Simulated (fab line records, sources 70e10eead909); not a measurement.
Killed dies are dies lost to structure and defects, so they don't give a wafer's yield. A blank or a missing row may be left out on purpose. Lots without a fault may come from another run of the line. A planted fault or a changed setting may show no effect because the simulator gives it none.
fab line records | flow nand_harc
record lots=6 wafers=17 last_day=33
route steps=1302 shown A_SLIT@945 A_SIN_REMOVE@947 A_WL_FILL@952 END@1302
lots that met no fault: from a run of the same line without faults
start_h: hours from the record's first day to the start of the lot's first wafer shown | wait_h: hours since the lot's step before | " the same as in the row above | L1.1+2: a row that stands for several wafers | - no value, or no start given | * or withheld: withheld | < > ~ a bound
route shown NAME@n: a module of which the file shows steps, and the number in the route of the first | usual: mean/standard deviation of fault-free wafers | same: alike in all rows | chamber/n: place in a boat | sites: the reading at each site | _std_site: their standard deviation | _edge_site: outer sites' mean less inner sites' | radius_mm: how far each site lies from the wafer's centre | mask NAME#n: copy n | behind: the tool/chamber that last shaped the wafer | hold: why the lot was held/for how many hours/how that ended | device: the transistor (n, p or np) that didn't switch | end of line: the same wafers' tests at the end of the route | a step without rows: its recipe alone | killed: dies lost to structure and defects at the first sort, not the wafer's yield | map: a wafer's dies, x killed, . not, _ none there
set.NAME: the setting as run; set.NAME@STEP: as run at that earlier step | model.NAME: the simulator's own value behind a step, which no gauge read
lots at some steps of the route; a table a step, a row a wafer
services: from which hour (start_h, from the record's first day; less than 0 if before it) a tool's chamber was out of use, for how many hours, and why
## steps
# step NHARC_A_SLIT_SRD_20
# step NHARC_A_SLIT_CD_MEAS_21
# usual cd_nm=290.0/1
# columns lot.wafer tool chamber start_h wait_h cd_nm
L324.2 cd_sem-03 - 485.22 - 289.4
L324.5 " - " " 289.0
L324.6 " - " " 290.4
L332.2 cd_sem-02 - 562.24 - 290.1
L332.5 " - " " 292.6
L332.6 " - " " 291.2
L340.3 cd_sem-03 - 627.18 - 289.2
L340.4 " - " " 290.3
L340.5 " - " " 290.5
L341.2 cd_sem-01 - 641.51 - 289.8
L341.3 " - " " 289.4
L343.2 cd_sem-01 - 660.60 - 290.0
L343.4 " - " " 289.8
L343.6 " - " " 289.9
L345.2 cd_sem-03 - 686.48 - 289.8
L345.3 " - " " 288.7
L345.5 " - " " 289.9
# step NHARC_A_SIN_REMOVE_WET_00
# recipe temp_c=160 time_s=15300 chemistry=H3PO4
# step NHARC_A_SIN_REMOVE_PRECLEAN_01
# recipe time_s=* temp_c=50 bath_age_min=0 chemistry=SC1
# step NHARC_A_SIN_REMOVE_SRD_02
# step NHARC_A_SIN_REMOVE_INSPECT_04
# usual raw_defect_count=376/61
# columns lot.wafer tool chamber start_h wait_h raw_defect_count
L324.2 defect_inspect-02 - 491.85 0.0 334
L324.5 " - " " 338
L324.6 " - " " 373
L332.2 defect_inspect-01 - 568.79 0.0 343
L332.5 " - " " 344
L332.6 " - " " 479
L340.3 defect_inspect-01 - 633.83 0.0 322
L340.4 " - " " 374
L340.5 " - " " 453
L341.2 defect_inspect-01 - 648.21 0.0 324
L341.3 " - " " 356
L343.2 defect_inspect-02 - 667.26 0.0 458
L343.4 " - " " 379
L343.6 " - " " 372
L345.2 defect_inspect-02 - 693.17 0.0 424
L345.3 " - " " 346
L345.5 " - " " 442
# step NHARC_A_WL_FILL_ALD_00
# recipe target_thk_a=30 pulse_time_s=3 ald_cycles=30 temp_c=300 material=Al2O3
# usual heater_power_w=469/47 precursor_pulse_height_rel=0.998/0.018
# columns lot.wafer tool chamber start_h wait_h heater_power_w precursor_pulse_height_rel
L324.2 ald_hk-03 0 491.97 0.1 508 0.980
L324.6 " 2 " " 501 0.996
L324.5 " 3 " " 498 1.019
L332.2 ald_hk-03 0 568.88 0.1 501 1.026
L332.5 " 3 " " 530 0.989
L332.6 " 0 " " 502 1.008
L340.4 ald_hk-04 1 633.92 0.1 384 1.005
L340.3 " 3 " " 501 0.981
L340.5 " 1 " " 388 1.003
L341.3 ald_hk-04 1 648.28 0.1 387 1.031
L341.2 " 2 " " 526 0.996
L343.2 ald_hk-03 3 667.35 0.1 487 1.009
L343.4 " 0 " " 467 1.011
L343.6 " 2 " " 466 0.996
L345.3 ald_hk-03 2 693.26 0.1 471 0.976
L345.2 " 3 " " 484 0.996
L345.5 " 1 " " 475 0.996
# step NHARC_A_WL_FILL_RTA_01
# recipe temp_c=1000 time_s=5
# usual lamp_power_pct=29/3.2 wafer_temp_C_max=1005.2/1.8
# columns lot.wafer tool chamber start_h wait_h lamp_power_pct wafer_temp_C_max
L324.2 rtp_anneal-01 0 492.20 - 27 1006.5
L324.5 " 0 " " 27 1003.7
L324.6 " 0 " " 27 1007.6
L332.2 rtp_anneal-01 0 569.15 - 27 1005.5
L332.5 " 0 " " 27 1006.1
L332.6 " 0 " " 27 1009.1
L340.3 rtp_anneal-02 0 634.21 - 34 1002.5
L340.4 " 0 " " 34 1004.0
L340.5 " 0 " " 34 1002.9
L341.2 rtp_anneal-01 0 648.58 - 27 1006.9
L341.3 " 0 " " 27 1005.5
L343.2 rtp_anneal-01 0 667.61 - 27 1005.4
L343.4 " 0 " " 27 1007.5
L343.6 " 0 " " 27 1005.6
L345.2 rtp_anneal-02 0 693.52 - 34 1002.8
L345.3 " 0 " " 34 1002.5
L345.5 " 0 " " 34 1003.6
# step NHARC_A_WL_FILL_ALD_02
# recipe target_thk_a=20 pulse_time_s=3 ald_cycles=100 temp_c=450 material=TiN
# usual heater_power_w=1091/130 precursor_pulse_height_rel=1.000/0.019
# columns lot.wafer tool chamber start_h wait_h heater_power_w precursor_pulse_height_rel
L324.2 ald_metal-04 1 492.47 0.2 943 1.014
L324.6 " 3 " " 1350 1.016
L324.5 " 0 " " 1139 1.032
L332.2 ald_metal-04 0 569.33 0.2 1176 0.961
L332.5 " 0 " " 1172 1.024
L332.6 " 1 " " 963 0.986
L340.4 ald_metal-03 1 634.41 0.1 1074 1.021
L340.3 " 3 " " 989 0.996
L340.5 " 1 " " 1040 0.975
L341.3 ald_metal-03 0 648.77 0.1 1117 1.031
L341.2 " 2 " " 1064 1.007
L343.4 ald_metal-04 2 667.79 0.1 997 0.980
L343.2 " 3 " " 1317 1.015
L343.6 " 2 " " 980 1.024
L345.3 ald_metal-02 1 693.71 0.1 1080 1.021
L345.2 " 2 " " 1339 1.028
L345.5 " 1 " " 1102 0.975
# step NHARC_A_WL_FILL_CVD_03
# recipe target_thk_a=400 temp_c=300 pressure_torr=40 wf6_flow_sccm=40 h2_flow_sccm=1600 ar_flow_sccm=1560 time_s=279 material=W
# usual heater_power_w=493/48 throttle_valve_pct=8.15/0.24
# columns lot.wafer tool chamber start_h wait_h heater_power_w throttle_valve_pct
L324.2 cvd_w-01 1 492.83 0.1 515 7.67
L324.5 " 1 " " 507 7.75
L324.6 " 0 " " 417 7.68
L332.2 cvd_w-02 0 569.82 0.1 453 8.21
L332.6 " 1 " " 557 8.38
L332.5 " 0 " " 453 8.27
L340.3 cvd_w-01 1 634.91 0.2 530 8.16
L340.4 " 0 " " 452 7.91
L340.5 " 1 " " 539 8.15
L341.2 cvd_w-02 1 649.27 0.1 516 8.16
L341.3 " 1 " " 537 8.28
L343.2 cvd_w-02 0 668.23 0.1 477 7.90
L343.4 " 1 " " 529 7.90
L343.6 " 1 " " 542 8.21
L345.2 cvd_w-02 0 694.19 0.1 482 7.79
L345.3 " 0 " " 491 8.03
L345.5 " 1 " " 522 8.23
# step NHARC_A_WL_FILL_ETCHBACK_04
# recipe target_depth_a=600 time_s=120 chemistry=NF3
# usual drypump_motor_current_A=5.67/0.26 oes_product_au=0.994/0.015 run_length_s=141.4/0.45
# columns lot.wafer tool chamber start_h wait_h drypump_motor_current_A oes_product_au rf_hours_counter_h run_length_s
L324.2 rie_metal-01 1 493.20 0.3 6.08 1.010 1.1 141.0
L324.5 " 1 " " 6.08 1.011 - 141.1
L324.6 " 0 " " 5.67 1.017 - 141.7
L332.2 rie_metal-03 0 570.18 0.3 5.74 0.997 0.7 141.6
L332.6 " 1 " " 5.32 0.979 - 140.9
L332.5 " 0 " " 5.76 0.996 - 141.9
L340.4 rie_metal-03 0 635.25 0.2 5.78 1.000 - 141.8
L340.3 " 1 " " 5.32 0.978 - 72.7
L340.5 " 1 " " 5.34 0.971 - 73.1
L341.2 rie_metal-03 0 649.59 0.3 5.74 1.025 2.6 141.9
L341.3 " 1 " " 5.34 0.981 - 72.4
L343.2 rie_metal-01 1 668.60 0.3 6.08 1.002 1.2 140.8
L343.4 " 0 " " 5.64 1.024 - 141.4
L343.6 " 0 " " 5.68 1.030 - 141.5
L345.2 rie_metal-02 0 694.51 0.3 5.78 0.991 0.4 142.1
L345.3 " 1 " " 5.46 0.992 - 141.4
L345.5 " 0 " " 5.80 0.981 - 141.8
# step NHARC_A_WL_FILL_ETCHBACK_05
# recipe target_depth_a=220 time_s=60 temp_c=40 chemistry=Cl2/BCl3
# usual drypump_motor_current_A=5.67/0.26 oes_product_au=0.995/0.014 run_length_s=81.3/0.46
# columns lot.wafer tool chamber start_h wait_h drypump_motor_current_A oes_product_au rf_hours_counter_h run_length_s
L324.2 rie_metal-01 0 493.46 0.2 5.65 1.009 1.2 81.4
L324.6 " 1 " " 6.11 1.004 - 80.7
L324.5 " 0 " " 5.64 1.003 - 81.4
L332.2 rie_metal-03 0 570.44 0.2 5.76 1.013 0.8 81.6
L332.5 " 0 " " 5.72 1.009 - 81.7
L332.6 " 1 " " 5.32 0.988 - 80.8
L340.4 rie_metal-03 1 635.44 0.2 5.32 0.975 - 80.9
L340.3 " 0 " " 5.76 1.006 - 81.6
L340.5 " 1 " " 5.32 0.976 - 81.3
L341.2 rie_metal-03 1 649.85 0.2 5.33 0.981 2.7 81.3
L341.3 " 0 " " 5.78 1.011 - 81.6
L343.2 rie_metal-01 1 668.85 0.2 6.08 0.995 1.4 80.8
L343.4 " 0 " " 5.68 1.020 - 81.5
L343.6 " 0 " " 5.66 1.034 - 81.3
L345.2 rie_metal-02 0 694.75 0.2 5.83 0.974 0.6 82.0
L345.3 " 1 " " 5.45 0.991 - 81.1
L345.5 " 1 " " 5.44 0.994 - 80.8
# step NHARC_END_SORT_01
# recipe temp_c=25
# usual killed_at_array=59/17 killed_at_other=0.9/1.6 killed_at_periphery=3.7/2.3 killed_dies=64/17 killed_open=3.3/1.8 killed_short=2.4/1.6
# same gross_dies=677
# columns lot.wafer tool chamber start_h wait_h killed_at_array killed_at_other killed_at_periphery killed_dies killed_open killed_short
L324.2 prober-01 0 597.82 2.8 43 0 1 44 3 0
L324.5 prober-01 0 600.26 3.7 49 0 3 52 2 3
L324.6 prober-01 0 601.08 4.1 46 0 5 51 4 6
L332.2 prober-01 0 677.54 2.8 56 1 1 58 1 2
L332.5 prober-01 0 679.95 3.7 48 0 7 55 5 1
L332.6 prober-01 0 680.75 4.0 53 1 2 56 3 1
L340.3 prober-01 0 731.55 3.1 668 4 5 677 5 3
L340.4 prober-01 0 732.35 3.4 70 1 5 76 3 1
L340.5 prober-01 0 733.16 3.7 668 3 6 677 2 0
L341.2 prober-01 0 747.84 2.8 38 0 3 41 1 4
L341.3 prober-01 0 748.64 3.1 673 1 3 677 5 3
# killed by level:class
L324.2 A_SLIT:chamber_film_flake=26 A_CHANNEL_HOLE_D2:chamber_film_flake=6 A_ZERO_WELL:chamber_film_flake=3 A_CHANNEL_HOLE_D1:chamber_film_flake=3 A_CHANNEL_FILL_D1:geometric_particle:open=1 A_ONON_D2:geometric_particle:open=1 A_BLC:geometric_particle:open=1 P_GATE:chamber_film_flake=1
L324.5 A_SLIT:chamber_film_flake=31 A_CHANNEL_HOLE_D2:chamber_film_flake=4 A_CONTACT:chamber_film_flake=3 P_M0:chamber_film_flake=2 A_DECK1_JOINT:chamber_film_flake=2 A_CHANNEL_FILL_D2:geometric_particle:short=1 A_SGD_CUT:geometric_particle:open=1 A_WL_FILL:geometric_particle:short=1
L324.6 A_SLIT:chamber_film_flake=22 A_CHANNEL_HOLE_D2:chamber_film_flake=7 A_CONTACT:chamber_film_flake=4 P_M0:chamber_film_flake=3 A_ONON_D2:geometric_particle:short=2 A_M0:geometric_particle:short=2 A_CHANNEL_FILL_D1:chamber_film_flake=2 P_M0:geometric_particle:short=1
L332.2 A_CHANNEL_HOLE_D1:chamber_film_flake=35 A_CONTACT:chamber_film_flake=8 A_CHANNEL_HOLE_D2:chamber_film_flake=3 A_WL_FILL:chamber_film_flake=3 A_STAIRCASE:chamber_film_flake=2 A_DECK1_JOINT:geometric_particle:short=1 A_CHANNEL_HOLE_D2:geometric_particle:open=1 A_M0:geometric_particle:short=1
L332.5 A_CHANNEL_HOLE_D1:chamber_film_flake=24 A_CONTACT:chamber_film_flake=9 A_STAIRCASE:chamber_film_flake=5 P_M2:chamber_film_flake=4 A_WL_FILL:chamber_film_flake=3 P_M0:geometric_particle:open=2 A_CHANNEL_HOLE_D2:chamber_film_flake=2 P_GATE:geometric_particle:open=1
L332.6 A_CHANNEL_HOLE_D1:chamber_film_flake=32 A_CONTACT:chamber_film_flake=8 A_STAIRCASE:chamber_film_flake=5 A_CHANNEL_HOLE_D2:chamber_film_flake=3 A_CHANNEL_FILL_D2:geometric_particle:open=2 A_WL_FILL:chamber_film_flake=2 P_CONTACT:geometric_particle:open=1 A_CHANNEL_FILL_D2:geometric_particle:short=1
L340.3 A_WL_FILL:area_etchback=609 A_CHANNEL_HOLE_D1:chamber_film_flake=22 A_CHANNEL_HOLE_D2:chamber_film_flake=21 A_CONTACT:chamber_film_flake=5 THIN_TSV:chamber_film_flake=4 P_M1:chamber_film_flake=3 A_ONON_D2:geometric_particle:open=2 A_SLIT:chamber_film_flake=2
L340.4 A_CHANNEL_HOLE_D1:chamber_film_flake=31 A_CHANNEL_HOLE_D2:chamber_film_flake=23 A_CONTACT:chamber_film_flake=7 P_M1:chamber_film_flake=5 A_SLIT:chamber_film_flake=3 A_ONON_D1:geometric_particle:open=1 A_CHANNEL_HOLE_D1:geometric_particle:open=1 A_DECK1_JOINT:geometric_particle:short=1
L340.5 A_WL_FILL:area_etchback=602 A_CHANNEL_HOLE_D1:chamber_film_flake=27 A_CHANNEL_HOLE_D2:chamber_film_flake=24 A_CONTACT:chamber_film_flake=10 P_M1:chamber_film_flake=5 THIN_TSV:chamber_film_flake=3 A_SLIT:chamber_film_flake=2 P_M1:geometric_particle:open=1
L341.2 A_CHANNEL_HOLE_D1:chamber_film_flake=28 A_SLIT:chamber_film_flake=3 A_CONTACT:chamber_film_flake=3 P_CONTACT:geometric_particle:short=1 A_DECK1_JOINT:geometric_particle:short=1 A_ONON_D2:geometric_particle:short=1 A_CHANNEL_FILL_D2:geometric_particle:open=1 A_WL_FILL:geometric_particle:short=1
L341.3 A_WL_FILL:area_etchback=620 A_CHANNEL_HOLE_D1:chamber_film_flake=29 A_SLIT:chamber_film_flake=8 P_CONTACT:geometric_particle:open=3 A_DECK1_JOINT:chamber_film_flake=3 A_STAIRCASE:chamber_film_flake=3 A_CONTACT:chamber_film_flake=3 A_ONON_D1:geometric_particle:short=2
# map L340.3 (x killed, . not)
____________x____________
_________xxxxxxx_________
_______xxxxxxxxxxx_______
______xxxxxxxxxxxxx______
_____xxxxxxxxxxxxxxx_____
____xxxxxxxxxxxxxxxxx____
____xxxxxxxxxxxxxxxxx____
___xxxxxxxxxxxxxxxxxxx___
___xxxxxxxxxxxxxxxxxxx___
__xxxxxxxxxxxxxxxxxxxxx__
__xxxxxxxxxxxxxxxxxxxxx__
_xxxxxxxxxxxxxxxxxxxxxxx_
_xxxxxxxxxxxxxxxxxxxxxxx_
_xxxxxxxxxxxxxxxxxxxxxxx_
_xxxxxxxxxxxxxxxxxxxxxxx_
_xxxxxxxxxxxxxxxxxxxxxxx_
xxxxxxxxxxxxxxxxxxxxxxxxx
xxxxxxxxxxxxxxxxxxxxxxxxx
xxxxxxxxxxxxxxxxxxxxxxxxx
xxxxxxxxxxxxxxxxxxxxxxxxx
xxxxxxxxxxxxxxxxxxxxxxxxx
_xxxxxxxxxxxxxxxxxxxxxxx_
_xxxxxxxxxxxxxxxxxxxxxxx_
_xxxxxxxxxxxxxxxxxxxxxxx_
_xxxxxxxxxxxxxxxxxxxxxxx_
_xxxxxxxxxxxxxxxxxxxxxxx_
__xxxxxxxxxxxxxxxxxxxxx__
__xxxxxxxxxxxxxxxxxxxxx__
___xxxxxxxxxxxxxxxxxxx___
___xxxxxxxxxxxxxxxxxxx___
____xxxxxxxxxxxxxxxxx____
____xxxxxxxxxxxxxxxxx____
_____xxxxxxxxxxxxxxx_____
______xxxxxxxxxxxxx______
_______xxxxxxxxxxx_______
_________xxxxxxx_________
____________x____________
# map L341.3 (x killed, . not)
____________x____________
_________xxxxxxx_________
_______xxxxxxxxxxx_______
______xxxxxxxxxxxxx______
_____xxxxxxxxxxxxxxx_____
____xxxxxxxxxxxxxxxxx____
____xxxxxxxxxxxxxxxxx____
___xxxxxxxxxxxxxxxxxxx___
___xxxxxxxxxxxxxxxxxxx___
__xxxxxxxxxxxxxxxxxxxxx__
__xxxxxxxxxxxxxxxxxxxxx__
_xxxxxxxxxxxxxxxxxxxxxxx_
_xxxxxxxxxxxxxxxxxxxxxxx_
_xxxxxxxxxxxxxxxxxxxxxxx_
_xxxxxxxxxxxxxxxxxxxxxxx_
_xxxxxxxxxxxxxxxxxxxxxxx_
xxxxxxxxxxxxxxxxxxxxxxxxx
xxxxxxxxxxxxxxxxxxxxxxxxx
xxxxxxxxxxxxxxxxxxxxxxxxx
xxxxxxxxxxxxxxxxxxxxxxxxx
xxxxxxxxxxxxxxxxxxxxxxxxx
_xxxxxxxxxxxxxxxxxxxxxxx_
_xxxxxxxxxxxxxxxxxxxxxxx_
_xxxxxxxxxxxxxxxxxxxxxxx_
_xxxxxxxxxxxxxxxxxxxxxxx_
_xxxxxxxxxxxxxxxxxxxxxxx_
__xxxxxxxxxxxxxxxxxxxxx__
__xxxxxxxxxxxxxxxxxxxxx__
___xxxxxxxxxxxxxxxxxxx___
___xxxxxxxxxxxxxxxxxxx___
____xxxxxxxxxxxxxxxxx____
____xxxxxxxxxxxxxxxxx____
_____xxxxxxxxxxxxxxx_____
______xxxxxxxxxxxxx______
_______xxxxxxxxxxx_______
_________xxxxxxx_________
____________x____________
## services
# columns tool chamber start_h hours kind
ald_metal-02 2 469.27 3.3 repair
ald_metal-04 - 474.07 10.0 pm
rie_metal-02 - 498.95 0.3 repair
cvd_w-01 0 515.50 3.3 repair
rie_metal-03 - 519.00 9.0 pm
rie_metal-03 0 519.00 9.0 vent_cycle
rie_metal-03 1 519.00 9.0 vent_cycle
cvd_w-01 - 547.00 13.0 pm
ald_metal-04 2 551.99 1.5 repair
rie_metal-02 - 563.05 0.4 repair
ald_metal-02 3 567.19 6.2 repair
ald_metal-03 - 568.00 10.0 pm
rie_metal-01 0 568.16 15.5 repair
ald_hk-03 - 570.01 10.0 pm
rie_metal-01 - 575.00 9.0 pm
ald_metal-02 1 581.71 1.7 repair
ald_metal-02 - 602.53 1.4 repair
ald_metal-02 - 611.30 10.0 pm
ald_hk-04 - 619.30 10.0 pm
cvd_w-02 - 631.00 13.0 pm
rie_metal-02 - 631.00 9.0 pm
ald_metal-04 - 652.07 10.0 pm
ald_metal-03 - 662.23 0.6 repair
rie_metal-02 0 665.70 4.0 repair
## key
first_sign step=NHARC_A_WL_FILL_ETCHBACK_04 reading=run_length_s direction=down sigmas=99+ usual=* struck=*
effect step=NHARC_END_SORT_01 reading=killed_at_array direction=up sigmas=37 usual=59 struck=670
more_kills_born_at NHARC_A_WL_FILL_ETCHBACK_04@rie_metal-03=1831
met_at NHARC_A_WL_FILL_ETCHBACK_04
struck_wafers L340.3,L340.5,L341.3
later_rows_left_out L340.3,L340.5,L341.3
tester_left_out L340,L341
onset_between 570.18 635.25
fault kind=process_parameter_drift tool=rie_metal-03 chamber=- onset_h=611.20 steps=NHARC_A_WL_FILL_ETCHBACK_04 channel=time_s offset=* shape=step end_h=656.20 scope=struck_wafers_only acts_in=* stated=*
# tester_left_out: of these lots the tester's yield and bins aren't shown, on N5 and GAA mostly nor the transistor test; their killed dies are dies lost to structure and defects alone, not to doping, threshold or leakage, so they don't give the yield
# later_rows_left_out: the simulator's readings of these wafers behind a module that went badly wrong aren't trusted and aren't shown, but for the sort
